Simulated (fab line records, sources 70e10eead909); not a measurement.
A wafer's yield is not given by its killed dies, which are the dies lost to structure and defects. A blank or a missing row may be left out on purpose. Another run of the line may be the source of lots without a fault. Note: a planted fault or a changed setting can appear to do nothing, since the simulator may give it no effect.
fab line records    flow nandHarc
[record] lots = 6  wafers = 16  lastDay = 33
route steps=1302 shown P_STI@78 END@1302
lots with no fault: from the same line, run without faults
startH: start of the lot's first displayed wafer, in hours after the record's first day    waitH: hours since the lot's step before    " the same as in the row above    L1.1+2: a row that stands for several wafers    - either no value or no given start    * or withheld: withheld    < > ~ a bound
route shown NAME@n: names a module that has steps shown in the file, with the first one's number in the route    usual: mean and standard deviation over wafers with no fault    same: alike in all rows    chamber/n: place in a boat    sites: the reading at each site    _std_site: their standard deviation    _edge_site: mean of outer sites minus mean of inner sites    radiusMm: how far each site lies from the wafer's centre    mask NAME#n: copy n    behind: the tool/chamber that last shaped the wafer    hold: what put the lot on hold/how long, in hours/how the hold closed    device: the n, p or np transistor that did not switch    end of line: the same wafers' tests at the end of the route    a step with no rows: only its recipe    killed: count of dies lost to structure and defects at first sort (not the wafer's yield)    map: a wafer's dies, x killed, . not, _ none there
set.NAME: the setting the step ran with; set.NAME@STEP: the setting that earlier step ran with    model.NAME: the simulator's own value behind a step, which no gauge read
certain route steps with their lots: each step a table, each wafer a row
services: a tool's chamber out of use, with start hour (startH, from the record's first day; less than 0 if before it), hours out, and reason
[[steps]]
[step NHARC_P_STI_SOFTBAKE_04]
[recipe] tempC = 125  timeS = 70
[step NHARC_P_STI_EBR_05]
[step NHARC_P_STI_EXPOSE_06]
[recipe] na = 0.55  targetCdNm = 200  doseMj = 37.69  maskId = P_STI
[step NHARC_P_STI_PEB_07]
[recipe] pebTempC = 128  pebTimeS = 80
[step NHARC_P_STI_DEVELOP_08]
[recipe] timeS = 50  devTempC = 22
[step NHARC_P_STI_CD_MEAS_09]
[recipe] targetCdNm = 200  landingEnergyEv = 500
[usual] cdNm = 199.4/1.9
lot.wafer  tool      chamber  startH  waitH  cdNm
L732.2     cdSem-03  0        56.09   -      200.6
L732.4     "         0        "       "      200.9
L732.5     "         0        "       "      198.7
L741.1     cdSem-01  0        144.28  -      197.6
L741.6     "         0        "       "      197.4
L742.3     cdSem-03  0        154.44  -      199.1
L742.6     "         0        "       "      197.6
L748.3     cdSem-03  0        212.20  -      199.0
L748.4     "         0        "       "      198.3
L748.6     "         0        "       "      198.4
L752.3     cdSem-01  0        253.39  -      197.9
L752.4     "         0        "       "      199.3
L752.6     "         0        "       "      197.5
L753.2     cdSem-03  0        262.99  -      202.4
L753.4     "         0        "       "      202.4
L753.5     "         0        "       "      201.1
[step NHARC_P_STI_OVL_MEAS_10]
[usual] overlayXNm = -1/8.8  overlayYNm = 2/5.9
lot.wafer  tool        chamber  startH  waitH  overlayXNm  overlayYNm
L732.2     overlay-01  -        56.18   -      15          6
L732.4     "           -        "       "      15          5
L732.5     "           -        "       "      15          6
L741.1     overlay-02  -        144.37  -      -9          5
L741.6     "           -        "       "      -9          6
L742.3     overlay-01  -        154.52  -      -2          6
L742.6     "           -        "       "      -2          6
L748.3     overlay-01  -        212.29  -      1           9
L748.4     "           -        "       "      2           8
L748.6     "           -        "       "      1           8
L752.3     overlay-01  -        253.47  -      -11         5
L752.4     "           -        "       "      -11         6
L752.6     "           -        "       "      -11         6
L753.2     overlay-02  -        263.07  -      -14         4
L753.4     "           -        "       "      -14         4
L753.5     "           -        "       "      -14         5
[step NHARC_P_STI_INSPECT_11]
[usual] rawDefectCount = 5.7/2.9
lot.wafer  tool              chamber  startH  waitH  rawDefectCount
L732.2     defectInspect-01  -        56.21   0.0    6
L732.4     "                 -        "       "      7
L732.5     "                 -        "       "      10
L741.1     defectInspect-01  -        144.40  0.0    4
L741.6     "                 -        "       "      2
L742.3     defectInspect-02  -        154.56  0.0    3
L742.6     "                 -        "       "      13
L748.3     defectInspect-01  -        212.32  0.0    8
L748.4     "                 -        "       "      5
L748.6     "                 -        "       "      8
L752.3     defectInspect-01  -        253.51  0.0    6
L752.4     "                 -        "       "      8
L752.6     "                 -        "       "      2
L753.2     defectInspect-01  -        263.11  0.0    4
L753.4     "                 -        "       "      9
L753.5     "                 -        "       "      9
[step NHARC_P_STI_HARDBAKE_13]
[recipe] tempC = 118  timeS = 65
[step NHARC_P_STI_DESCUM_14]
[recipe] timeS = 3  o2FlowSccm = 200  arFlowSccm = 0  biasPowerW = 0  chemistry = O2
[usual] drypumpMotorCurrentA = 5.7/0.48  oesProductAu = 1.001/0.0071  rfVppV = 57.9/0.89  showerheadPlenumPTorr = 1.90/0.078  throttleValvePct = 11.310/0.0098
[same] timeS = 3
lot.wafer  tool        chamber  startH  waitH  drypumpMotorCurrentA  oesProductAu  rfHoursCounterH  rfVppV  showerheadPlenumPTorr  throttleValvePct
L732.4     rieDiel-13  1        56.36   -      5.2                   0.997         4                56.1    1.93                   11.319
L732.2     "           2        "       "      5.7                   1.008         5                57.7    1.87                   11.296
L732.5     "           0        "       "      6.5                   1.002         -                57.2    1.83                   11.315
L741.1     rieDiel-13  1        144.55  -      5.2                   1.008         9                57.6    1.93                   11.317
L741.6     "           1        "       "      5.2                   1.009         -                59.0    1.93                   11.296
L742.3     rieDiel-02  3        154.69  -      5.3                   1.006         4                58.2    1.91                   11.296
L742.6     "           0        "       "      6.1                   1.008         -                57.1    1.83                   11.321
L748.3     rieDiel-02  2        212.46  -      5.6                   1.007         7                58.3    2.06                   11.301
L748.4     "           0        "       "      6.1                   0.994         8                58.4    1.83                   11.295
L748.6     "           3        "       "      5.3                   1.009         -                58.0    1.91                   11.297
L752.4     rieDiel-12  0        253.66  -      6.5                   0.991         11               59.5    1.99                   11.313
L752.3     "           1        "       "      5.1                   0.991         13               57.2    1.89                   11.309
L752.6     "           3        "       "      6.0                   0.994         -                58.5    1.86                   11.305
L753.2     rieDiel-02  3        263.25  -      5.3                   1.014         2                57.9    1.91                   11.302
L753.4     "           2        "       "      5.6                   0.993         -                59.6    2.06                   11.318
L753.5     "           3        "       "      5.3                   1.002         -                56.1    1.91                   11.319
[step NHARC_P_STI_ETCH_42]
[recipe] targetDepthA = 800  overetchA = 240  timeS = 61  ionEnergyEv = 200  n2FlowSccm = 150  h2FlowSccm = 150  arFlowSccm = 0  rfW = 400  biasW = 150  chemistry = N2/H2
[usual] drypumpMotorCurrentA = 5.7/0.48  oesProductAu = 1.001/0.0077  rfVppV = 430.1/2.5  showerheadPlenumPTorr = 2.03/0.085  throttleValvePct = 14.171/0.0092
[same] timeS = 61
lot.wafer  tool        chamber  startH  waitH  drypumpMotorCurrentA  oesProductAu  rfHoursCounterH  rfVppV  showerheadPlenumPTorr  throttleValvePct
L732.2     rieDiel-13  3        56.43   0.1    4.9                   0.996         5                426.2   1.93                   14.182
L732.4     "           2        "       "      5.7                   0.996         5                428.1   1.99                   14.174
L732.5     "           0        "       "      6.5                   0.988         -                427.9   1.95                   14.172
L741.1     rieDiel-13  1        144.63  0.1    5.2                   0.994         9                431.4   2.06                   14.166
L741.6     "           3        "       "      4.9                   1.004         -                426.9   1.93                   14.172
L742.3     rieDiel-02  0        154.79  0.1    6.1                   1.009         5                427.1   1.95                   14.170
L742.6     "           0        "       "      6.1                   1.000         -                427.7   1.95                   14.178
L748.3     rieDiel-02  0        212.55  0.1    6.1                   1.017         8                427.3   1.95                   14.168
L748.4     "           1        "       "      5.3                   1.005         8                432.6   2.13                   14.169
L748.6     "           3        "       "      5.3                   1.007         -                429.4   2.04                   14.175
L752.4     rieDiel-12  3        253.73  0.1    6.1                   0.993         10               426.6   1.98                   14.174
L752.3     "           0        "       "      6.4                   0.981         11               433.0   2.12                   14.164
L752.6     "           3        "       "      6.1                   0.990         -                428.5   1.98                   14.178
L753.2     rieDiel-02  0        263.35  0.1    6.1                   0.986         1                426.9   1.95                   14.167
L753.4     "           3        "       "      5.3                   1.008         -                432.2   2.04                   14.169
L753.5     "           2        "       "      5.6                   0.992         -                435.7   2.20                   14.158
[step NHARC_P_STI_ETCH_31]
[recipe] targetDepthA = 1089  timeS = 54.5  cf4FlowSccm = 100  chf3FlowSccm = 30  arFlowSccm = 0  rfW = 500  biasW = 200  chemistry = CF4/CHF3
[usual] drypumpMotorCurrentA = 5.7/0.49  oesProductAu = 0.960/0.018  rfVppV = 370.4/2.3  showerheadPlenumPTorr = 1.57/0.06  throttleValvePct = 16.802/0.0089
[same] timeS = 54.5
lot.wafer  tool        chamber  startH  waitH  drypumpMotorCurrentA  oesProductAu  rfHoursCounterH  rfVppV  showerheadPlenumPTorr  throttleValvePct
L732.4     rieDiel-13  3        -       -      4.9                   0.983         5                368.6   1.49                   16.802
L732.2     "           2        "       "      5.6                   0.977         5                368.5   1.54                   16.790
L732.5     "           0        "       "      6.5                   0.957         -                368.8   1.51                   16.818
L741.1     rieDiel-13  3        -       -      4.9                   0.936         11               368.1   1.49                   16.803
L741.6     "           2        "       "      5.7                   0.931         -                368.9   1.53                   16.795
L742.3     rieDiel-02  3        -       -      5.3                   0.963         4                369.7   1.57                   16.799
L742.6     "           1        "       "      5.4                   0.983         -                372.1   1.64                   16.807
L748.3     rieDiel-02  3        -       -      5.2                   0.985         7                370.7   1.57                   16.793
L748.4     "           0        "       "      6.1                   0.987         8                369.0   1.51                   16.820
L748.6     "           3        "       "      5.3                   0.980         -                371.9   1.57                   16.802
L752.4     rieDiel-12  2        -       -      5.7                   0.948         13               369.8   1.54                   16.804
L752.3     "           1        "       "      5.2                   0.973         13               370.0   1.56                   16.798
L752.6     "           3        "       "      6.1                   0.945         -                369.6   1.53                   16.786
L753.2     rieDiel-02  3        -       -      5.3                   0.970         2                370.6   1.57                   16.798
L753.5     "           0        "       "      6.1                   0.951         -                366.7   1.51                   16.807
L753.4     "           3        "       "      5.3                   0.979         -                371.4   1.57                   16.811
[step NHARC_P_STI_ETCH_15]
[recipe] targetDepthA = 3000  taperDeg = 4  timeS = 100.1  hbrFlowSccm = 150  cl2FlowSccm = 50  rfW = 400  icpW = 400  biasW = 100  chemistry = HBr/Cl2
[usual] drypumpMotorCurrentA = 5.7/0.5  oesProductAu = 1.000/0.0081  throttleValvePct = 26.405/0.0094
[same] timeS = 100.1
lot.wafer  tool      chamber  startH  waitH  drypumpMotorCurrentA  oesProductAu  rfHoursCounterH  throttleValvePct  model.P_STI.featureDepthNm
L732.4     rieSi-05  1        56.62   -      6.5                   0.994         0.7              26.397            299.9
L732.2     "         0        "       "      6.2                   0.988         0.5              26.411            297.7
L732.5     "         2        "       "      6.2                   0.997         -                26.424            298
L741.1     rieSi-04  1        144.83  -      5.7                   0.994         1.0              26.399            296.5
L741.6     "         1        "       "      5.7                   1.209         -                26.396            400.9
L742.3     rieSi-04  0        155.00  -      5.3                   0.994         1.2              26.401            300.7
L742.6     "         3        "       "      5.8                   1.213         -                26.421            403.3
L748.3     rieSi-05  2        212.73  -      6.2                   1.003         0.5              26.403            302.6
L748.4     "         1        "       "      6.4                   0.996         0.4              26.396            300
L748.6     "         2        "       "      6.2                   0.997         -                26.410            300.6
L752.4     rieSi-04  0        253.95  -      5.3                   0.990         0.5              26.396            297.3
L752.3     "         1        "       "      5.7                   1.001         0.5              26.394            298.4
L752.6     "         2        "       "      4.8                   1.000         -                26.422            296.9
L753.2     rieSi-02  0        263.56  -      6.1                   1.001         1.0              26.413            300.1
L753.4     "         2        "       "      5.8                   1.006         0.9              26.394            304.4
L753.5     "         0        "       "      6.1                   1.005         -                26.396            300.4
[step NHARC_P_STI_CD_MEAS_16]
[usual] cdNm = 198.8/2
lot.wafer  tool      chamber  startH  waitH  cdNm
L732.2     cdSem-02  -        56.79   -      199.8
L732.4     "         -        "       "      199.8
L732.5     "         -        "       "      197.9
L741.1     cdSem-02  -        144.97  -      195.6
L741.6     "         -        "       "      195.9
L742.3     cdSem-03  -        155.14  -      198.1
L742.6     "         -        "       "      197.5
L748.3     cdSem-02  -        212.90  -      197.8
L748.4     "         -        "       "      198.1
L748.6     "         -        "       "      196.2
L752.3     cdSem-03  -        254.08  -      196.6
L752.4     "         -        "       "      199.5
L752.6     "         -        "       "      196.6
L753.2     cdSem-02  -        263.72  -      201.7
L753.4     "         -        "       "      201.9
L753.5     "         -        "       "      200.8
[step NHARC_P_STI_OCD_MEAS_17]
[usual] trenchDepthNm = 300.3/2.9  trenchFootCdNm = 157.4/2
lot.wafer  tool    chamber  startH  waitH  trenchDepthNm  trenchFootCdNm
L732.2     ocd-01  -        56.87   0.1    298.0          158.7
L732.4     "       -        "       "      299.8          158.6
L732.5     "       -        "       "      297.8          156.3
L741.1     ocd-02  -        145.06  0.1    296.5          156.2
L741.6     "       -        "       "      400.3          141.8
L742.3     ocd-01  -        155.22  0.1    300.5          157.2
L742.6     "       -        "       "      403.3          141.9
L748.3     ocd-02  -        212.98  0.1    303.3          156.3
L748.4     "       -        "       "      299.9          156.9
L748.6     "       -        "       "      300.8          156.5
L752.3     ocd-01  -        254.17  0.1    298.9          156.4
L752.4     "       -        "       "      296.7          157.9
L752.6     "       -        "       "      296.9          155.7
L753.2     ocd-01  -        263.81  0.1    300.5          160.4
L753.4     "       -        "       "      304.3          159.9
L753.5     "       -        "       "      300.2          159.5
[step NHARC_P_STI_STRIP_19]
[recipe] timeS = 900  tempC = 130  chemistry = SPM
[step NHARC_END_SORT_01]
[recipe] tempC = 25
[usual] killedAtArray = 46/15  killedAtOther = 0.8/1.1  killedAtPeriphery = 4.0/2.9  killedDies = 50/15  killedOpen = 3.2/1.8  killedShort = 2.3/1.6
[same] grossDies = 677
lot.wafer  tool       chamber  startH  waitH  killedAtArray  killedAtOther  killedAtPeriphery  killedDies  killedOpen  killedShort
L748.3     prober-02  0        722.81  3.1    44             0              6                  50          4           5
L748.4     prober-02  0        723.61  3.4    35             2              4                  41          3           5
L748.6     prober-02  0        725.22  4.0    51             1              8                  60          3           2
// killed by level:class
L748.3 A_SLIT:chamberFilmFlake=22 A_CHANNEL_HOLE_D1:chamberFilmFlake=8 A_WL_FILL:geometricParticle:short=3 P_M0:chamberFilmFlake=3 A_WL_FILL:chamberFilmFlake=3 P_M0:geometricParticle:open=2 A_ZERO_WELL:chamberFilmFlake=2 P_GATE:geometricParticle:open=1
L748.4 A_SLIT:chamberFilmFlake=17 A_CHANNEL_HOLE_D1:chamberFilmFlake=5 P_M0:chamberFilmFlake=3 A_WL_FILL:chamberFilmFlake=3 A_WL_FILL:geometricParticle:short=2 A_CONTACT:chamberFilmFlake=2 P_M2:geometricParticle:short=1 A_ONON_D1:geometricParticle:short=1
L748.6 A_SLIT:chamberFilmFlake=25 A_CONTACT:chamberFilmFlake=10 A_CHANNEL_HOLE_D1:chamberFilmFlake=6 P_M0:chamberFilmFlake=4 P_CONTACT:geometricParticle:open=3 A_STAIRCASE:chamberFilmFlake=3 A_WL_FILL:chamberFilmFlake=2 P_M1:geometricParticle:short=1
[[services]]
tool        chamber  startH  hours  kind
rieSi-02    3        34.13   6.3    repair
rieDiel-02  -        39.70   9.0    pm
rieDiel-02  2        58.53   6.3    repair
rieDiel-02  -        83.21   1.7    repair
rieSi-04    3        88.78   5.7    repair
rieDiel-12  -        89.65   0.2    repair
rieDiel-12  -        91.40   9.0    pm
rieSi-02    -        100.00  9.0    pm
rieSi-05    0        111.82  2.2    repair
rieSi-05    -        128.00  9.0    pm
rieDiel-13  1        132.66  11.3   repair
rieDiel-02  3        158.34  2.5    repair
rieDiel-12  3        161.16  6.3    repair
rieDiel-13  -        165.00  9.0    pm
rieSi-04    -        165.00  9.0    pm
rieSi-05    -        173.25  0.2    repair
rieSi-04    3        189.57  3.6    repair
rieSi-04    2        213.14  1.0    repair
rieDiel-02  -        216.70  9.0    pm
rieDiel-12  0        221.18  11.2   repair
rieDiel-13  2        222.04  20.7   repair
rieDiel-12  3        240.37  8.1    repair
rieDiel-13  3        247.59  6.3    repair
rieDiel-02  1        257.31  18.0   repair
[[key]]
[firstSign] step = NHARC_P_STI_ETCH_15  reading = oesProductAu  direction = up  sigmas = 26  usual = 1.000  struck = 1.211
[effect] step = NHARC_P_STI_OCD_MEAS_17  reading = trenchDepthNm  direction = up  sigmas = 35  usual = 300.3  struck = 401.8
[modelEffect] step = NHARC_P_STI_ETCH_15  value = P_STI.featureDepthNm  without = 297.8  struck = 402.1
metAt NHARC_P_STI_ETCH_15
struckWafers L741.6,L742.6
testerLeftOut L741,L742
[fault] kind = processParameterDrift  tool = rieSi-04  chamber = -  onsetH = 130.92  steps = NHARC_P_STI_ETCH_15  channel = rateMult  offset = 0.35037  shape = step  endH = 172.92  scope = struckWafersOnly
// testerLeftOut: of these lots the tester's yield and bins aren't shown, on N5 and GAA mostly nor the transistor test; their killed dies are dies lost to structure and defects alone, not to doping, threshold or leakage, so they don't give the yield
